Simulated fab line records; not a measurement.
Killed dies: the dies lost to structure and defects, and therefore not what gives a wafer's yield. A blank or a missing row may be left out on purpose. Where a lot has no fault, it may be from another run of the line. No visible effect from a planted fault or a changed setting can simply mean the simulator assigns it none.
The tool behind it: which one? :: flow nand harc :: 72 wafers from 24 lots sampled at 3 of the route's 1302 steps

== WHAT EACH GAUGE READ, for each wafer ==
NHARC_A_SGD_CUT_INSPECT_11. Usual: raw defect count reads 52 (standard deviation 28).
lot: L074
measured: day 19 17:32
on: defect inspect-01
raw defect count: 57 65 68
flag: 

lot: L077
measured: day 20 03:22
on: defect inspect-01
raw defect count: 65 60 54
flag: 

lot: L075
measured: day 20 03:35
on: defect inspect-02
raw defect count: 63 61 53
flag: 

lot: L076
measured: day 20 07:43
on: defect inspect-01
raw defect count: 18 17 8
flag: 

lot: L078
measured: day 20 07:26
on: defect inspect-01
raw defect count: 14 9 17
flag: 

lot: L079
measured: day 21 12:29
on: defect inspect-02
raw defect count: 105 121 100
flag: 

lot: L080
measured: day 21 17:44
on: defect inspect-02
raw defect count: 100 103 93
flag: 

lot: L081
measured: day 22 03:32
on: defect inspect-02
raw defect count: 78 50 80
flag: 

lot: L082
measured: day 23 07:06
on: defect inspect-02
raw defect count: 65 69 79
flag: 

lot: L084
measured: day 23 16:08
on: defect inspect-02
raw defect count: 65 74 59
flag: 

lot: L086
measured: day 23 16:27
on: defect inspect-01
raw defect count: 30 36 31
flag: 

lot: L085
measured: day 23 16:17
on: defect inspect-02
raw defect count: 40 59 68
flag: 

lot: L083
measured: day 23 20:23
on: defect inspect-01
raw defect count: 16 37 28
flag: 

lot: L087
measured: day 25 05:24
on: defect inspect-01
raw defect count: 54 52 59
flag: 

lot: L089
measured: day 25 02:33
on: defect inspect-02
raw defect count: 38 47 40
flag: 

lot: L088
measured: day 25 03:06
on: defect inspect-02
raw defect count: 27 21 23
flag: 

lot: L091
measured: day 25 23:44
on: defect inspect-01
raw defect count: 51 41 47
flag: 

lot: L093
measured: day 26 23:24
on: defect inspect-02
raw defect count: 85 88 66
flag: 

lot: L090
measured: day 26 20:28
on: defect inspect-01
raw defect count: 90 81 87
flag: 

lot: L092
measured: day 27 10:29
on: defect inspect-02
raw defect count: 13 14 13
flag: 

lot: L094
measured: day 27 16:26
on: defect inspect-02
raw defect count: 47 51 51
flag: 

lot: L095
measured: day 27 23:39
on: defect inspect-01
raw defect count: 20 20 26
flag: 

lot: L097
measured: day 28 16:49
on: defect inspect-01
raw defect count: 20 23 29
flag: 

lot: L096
measured: day 28 13:36
on: defect inspect-02
raw defect count: 47 52 56
flag: 

== TOOL THAT RAN EACH LOT (tool first, then ch and the chambers of the sampled wafers, then the start) ==
lot: L074
NHARC_A_STAIRCASE_DEP_322: pecvd-01 ch 0,2, day 18 11:31
NHARC_A_STAIRCASE_CMP_152: cmp-02 ch 2,3, day 19 14:47

lot: L077
NHARC_A_STAIRCASE_DEP_322: pecvd-01 ch 0,2, day 18 21:50
NHARC_A_STAIRCASE_CMP_152: cmp-02 ch 0,3, day 20 00:31

lot: L075
NHARC_A_STAIRCASE_DEP_322: pecvd-03 ch 0,1,2, day 18 22:01
NHARC_A_STAIRCASE_CMP_152: cmp-01 ch 0,2, day 20 00:49

lot: L076
NHARC_A_STAIRCASE_DEP_322: pecvd-04 ch 0,1,2, day 19 06:16
NHARC_A_STAIRCASE_CMP_152: cmp-02 ch 0,1,2, day 20 05:06

lot: L078
NHARC_A_STAIRCASE_DEP_322: pecvd-01 ch 1,2, day 19 06:16
NHARC_A_STAIRCASE_CMP_152: cmp-03 ch 1,3, day 20 04:48

lot: L079
NHARC_A_STAIRCASE_DEP_322: pecvd-03 ch 1,2, day 20 10:53
NHARC_A_STAIRCASE_CMP_152: cmp-03 ch 0,3, day 21 09:51

lot: L080
NHARC_A_STAIRCASE_DEP_322: pecvd-03 ch 0,1, day 20 16:20
NHARC_A_STAIRCASE_CMP_152: cmp-01 ch 1,2, day 21 15:05

lot: L081
NHARC_A_STAIRCASE_DEP_322: pecvd-01 ch 0,1,2, day 21 01:59
NHARC_A_STAIRCASE_CMP_152: cmp-03 ch 0,3, day 22 01:00

lot: L082
NHARC_A_STAIRCASE_DEP_322: pecvd-01 ch 1,2, day 22 06:34
NHARC_A_STAIRCASE_CMP_152: cmp-03 ch 1,3, day 23 04:28

lot: L084
NHARC_A_STAIRCASE_DEP_322: pecvd-01 ch 0,2, day 22 15:40
NHARC_A_STAIRCASE_CMP_152: cmp-01 ch 0,2,3, day 23 13:24

lot: L086
NHARC_A_STAIRCASE_DEP_322: pecvd-04 ch 0,2, day 22 15:46
NHARC_A_STAIRCASE_CMP_152: cmp-01 ch 1,2, day 23 13:42

lot: L085
NHARC_A_STAIRCASE_DEP_322: pecvd-03 ch 0,1,2, day 22 16:01
NHARC_A_STAIRCASE_CMP_152: cmp-02 ch 1,2,3, day 23 13:26

lot: L083
NHARC_A_STAIRCASE_DEP_322: pecvd-01 ch 0,1,2, day 22 16:14
NHARC_A_STAIRCASE_CMP_152: cmp-01 ch 1,2,3, day 23 17:34

lot: L087
NHARC_A_STAIRCASE_DEP_322: pecvd-01 ch 1,2, day 24 02:22
NHARC_A_STAIRCASE_CMP_152: cmp-03 ch 0,2, day 25 02:46

lot: L089
NHARC_A_STAIRCASE_DEP_322: pecvd-04 ch 0,1,2, day 24 02:28
NHARC_A_STAIRCASE_CMP_152: cmp-01 ch 1,2,3, day 24 23:58

lot: L088
NHARC_A_STAIRCASE_DEP_322: pecvd-04 ch 0,1,2, day 24 06:22
NHARC_A_STAIRCASE_CMP_152: cmp-02 ch 0,1,3, day 25 00:00

lot: L091
NHARC_A_STAIRCASE_DEP_322: pecvd-01 ch 0,1,2, day 24 23:13
NHARC_A_STAIRCASE_CMP_152: cmp-03 ch 0,2,3, day 25 21:05

lot: L093
NHARC_A_STAIRCASE_DEP_322: pecvd-03 ch 0,1, day 25 19:15
NHARC_A_STAIRCASE_CMP_152: cmp-03 ch 1,3, day 26 20:46

lot: L090
NHARC_A_STAIRCASE_DEP_322: pecvd-01 ch 0,1, day 25 19:20
NHARC_A_STAIRCASE_CMP_152: cmp-01 ch 2,3, day 26 17:56

lot: L092
NHARC_A_STAIRCASE_DEP_322: pecvd-04 ch 0,1,2, day 26 03:56
NHARC_A_STAIRCASE_CMP_152: cmp-03 ch 1,2,3, day 27 07:53

lot: L094
NHARC_A_STAIRCASE_DEP_322: pecvd-01 ch 0,1,2, day 26 14:34
NHARC_A_STAIRCASE_CMP_152: cmp-03 ch 0,1,3, day 27 13:48

lot: L095
NHARC_A_STAIRCASE_DEP_322: pecvd-01 ch 0,1, day 26 20:54
NHARC_A_STAIRCASE_CMP_152: cmp-01 ch 0,2, day 27 21:03

lot: L097
NHARC_A_STAIRCASE_DEP_322: pecvd-03 ch 0,1,2, day 27 12:49
NHARC_A_STAIRCASE_CMP_152: cmp-03 ch 0,1,2, day 28 14:11

lot: L096
NHARC_A_STAIRCASE_DEP_322: pecvd-01 ch 0,2, day 27 13:02
NHARC_A_STAIRCASE_CMP_152: cmp-01 ch 0,2,3, day 28 10:58
- NHARC_A_STAIRCASE_DEP_322: deposits SiO2, target thk 7200 nm.
- NHARC_A_STAIRCASE_CMP_152: polishes.

== WHAT THE TOOLS THEMSELVES READ (means of the sampled wafers that have a number; where no wafer has one, the mark that the record gives instead) ==
NHARC_A_STAIRCASE_DEP_322. Usual: heater power w 656 W, standard deviation 83; susceptor temp C 400.00 C, standard deviation 0.22.
lot: L074
tool: pecvd-01
heater power w (W): 647
susceptor temp C (C): 400.09
flag: 

lot: L077
tool: pecvd-01
heater power w (W): 655
susceptor temp C (C): 400.01
flag: 

lot: L075
tool: pecvd-03
heater power w (W): 617
susceptor temp C (C): 399.73
flag: 

lot: L076
tool: pecvd-04
heater power w (W): 661
susceptor temp C (C): 400.25
flag: 

lot: L078
tool: pecvd-01
heater power w (W): 627
susceptor temp C (C): 400.25
flag: 

lot: L079
tool: pecvd-03
heater power w (W): 635
susceptor temp C (C): 399.83
flag: 

lot: L080
tool: pecvd-03
heater power w (W): 616
susceptor temp C (C): 400.01
flag: 

lot: L081
tool: pecvd-01
heater power w (W): 621
susceptor temp C (C): 399.83
flag: 

lot: L082
tool: pecvd-01
heater power w (W): 623
susceptor temp C (C): 400.09
flag: 

lot: L084
tool: pecvd-01
heater power w (W): 667
susceptor temp C (C): 399.93
flag: 

lot: L086
tool: pecvd-04
heater power w (W): 774
susceptor temp C (C): 399.77
flag: 

lot: L085
tool: pecvd-03
heater power w (W): 699
susceptor temp C (C): 399.97
flag: 

lot: L083
tool: pecvd-01
heater power w (W): 673
susceptor temp C (C): 399.97
flag: 

lot: L087
tool: pecvd-01
heater power w (W): 634
susceptor temp C (C): 399.94
flag: 

lot: L089
tool: pecvd-04
heater power w (W): 683
susceptor temp C (C): 400.14
flag: 

lot: L088
tool: pecvd-04
heater power w (W): 712
susceptor temp C (C): 399.90
flag: 

lot: L091
tool: pecvd-01
heater power w (W): 666
susceptor temp C (C): 400.09
flag: 

lot: L093
tool: pecvd-03
heater power w (W): 586
susceptor temp C (C): 400.02
flag: 

lot: L090
tool: pecvd-01
heater power w (W): 613
susceptor temp C (C): 400.20
flag: 

lot: L092
tool: pecvd-04
heater power w (W): 680
susceptor temp C (C): 399.93
flag: 

lot: L094
tool: pecvd-01
heater power w (W): 690
susceptor temp C (C): 400.06
flag: 

lot: L095
tool: pecvd-01
heater power w (W): 612
susceptor temp C (C): 400.21
flag: 

lot: L097
tool: pecvd-03
heater power w (W): 589
susceptor temp C (C): 400.02
flag: 

lot: L096
tool: pecvd-01
heater power w (W): 646
susceptor temp C (C): 400.03
flag: 

NHARC_A_STAIRCASE_CMP_152. Usual: motor current A 11.4 A, standard deviation 1.2; slurry filter dp kPa 13.49 kPa, standard deviation 0.13.
lot: L074
tool: cmp-02
motor current A (A): 10.3
slurry filter dp kPa (kPa): 13.43
flag: 

lot: L077
tool: cmp-02
motor current A (A): 10.6
slurry filter dp kPa (kPa): 13.50
flag: 

lot: L075
tool: cmp-01
motor current A (A): 12.9
slurry filter dp kPa (kPa): 13.48
flag: 

lot: L076
tool: cmp-02
motor current A (A): 11.0
slurry filter dp kPa (kPa): 13.40
flag: 

lot: L078
tool: cmp-03
motor current A (A): 11.0
slurry filter dp kPa (kPa): 13.60
flag: 

lot: L079
tool: cmp-03
motor current A (A): 10.9
slurry filter dp kPa (kPa): 13.47
flag: 

lot: L080
tool: cmp-01
motor current A (A): 12.7
slurry filter dp kPa (kPa): 13.53
flag: 

lot: L081
tool: cmp-03
motor current A (A): 11.0
slurry filter dp kPa (kPa): 13.56
flag: 

lot: L082
tool: cmp-03
motor current A (A): 10.7
slurry filter dp kPa (kPa): 13.58
flag: 

lot: L084
tool: cmp-01
motor current A (A): 12.0
slurry filter dp kPa (kPa): 13.49
flag: 

lot: L086
tool: cmp-01
motor current A (A): 12.5
slurry filter dp kPa (kPa): 13.22
flag: 

lot: L085
tool: cmp-02
motor current A (A): 11.0
slurry filter dp kPa (kPa): 13.54
flag: 

lot: L083
tool: cmp-01
motor current A (A): 11.8
slurry filter dp kPa (kPa): 13.64
flag: 

lot: L087
tool: cmp-03
motor current A (A): 12.0
slurry filter dp kPa (kPa): 13.57
flag: 

lot: L089
tool: cmp-01
motor current A (A): 11.6
slurry filter dp kPa (kPa): 13.37
flag: 

lot: L088
tool: cmp-02
motor current A (A): 10.8
slurry filter dp kPa (kPa): 13.50
flag: 

lot: L091
tool: cmp-03
motor current A (A): 11.6
slurry filter dp kPa (kPa): 13.47
flag: 

lot: L093
tool: cmp-03
motor current A (A): 10.6
slurry filter dp kPa (kPa): 13.63
flag: 

lot: L090
tool: cmp-01
motor current A (A): 10.5
slurry filter dp kPa (kPa): 13.44
flag: 

lot: L092
tool: cmp-03
motor current A (A): 11.6
slurry filter dp kPa (kPa): 13.46
flag: 

lot: L094
tool: cmp-03
motor current A (A): 11.1
slurry filter dp kPa (kPa): 13.27
flag: 

lot: L095
tool: cmp-01
motor current A (A): 13.0
slurry filter dp kPa (kPa): 13.49
flag: 

lot: L097
tool: cmp-03
motor current A (A): 11.7
slurry filter dp kPa (kPa): 13.52
flag: 

lot: L096
tool: cmp-01
motor current A (A): 12.0
slurry filter dp kPa (kPa): 13.48
flag: 

== THE ANSWER, worked out from the rows above alone ==
Rule: a lot counts as off when the mean over its wafers that have a number is more than 3 standard deviations away from the usual mean. A lot without any number at a reading at which 4 lots or more have one is off too. Any other lot the step has rows for is counted as sound. First the gauges in route order, then the tools' own readings, where a lot's mean is used as printed above. The first step at which some lot is off is used, and at that step the reading that is off furthest; a lot without a number counts as furthest.
None of the lots is off at any reading shown; this tells nothing.

== WHAT WAS PUT IN BY THE SIMULATOR ==
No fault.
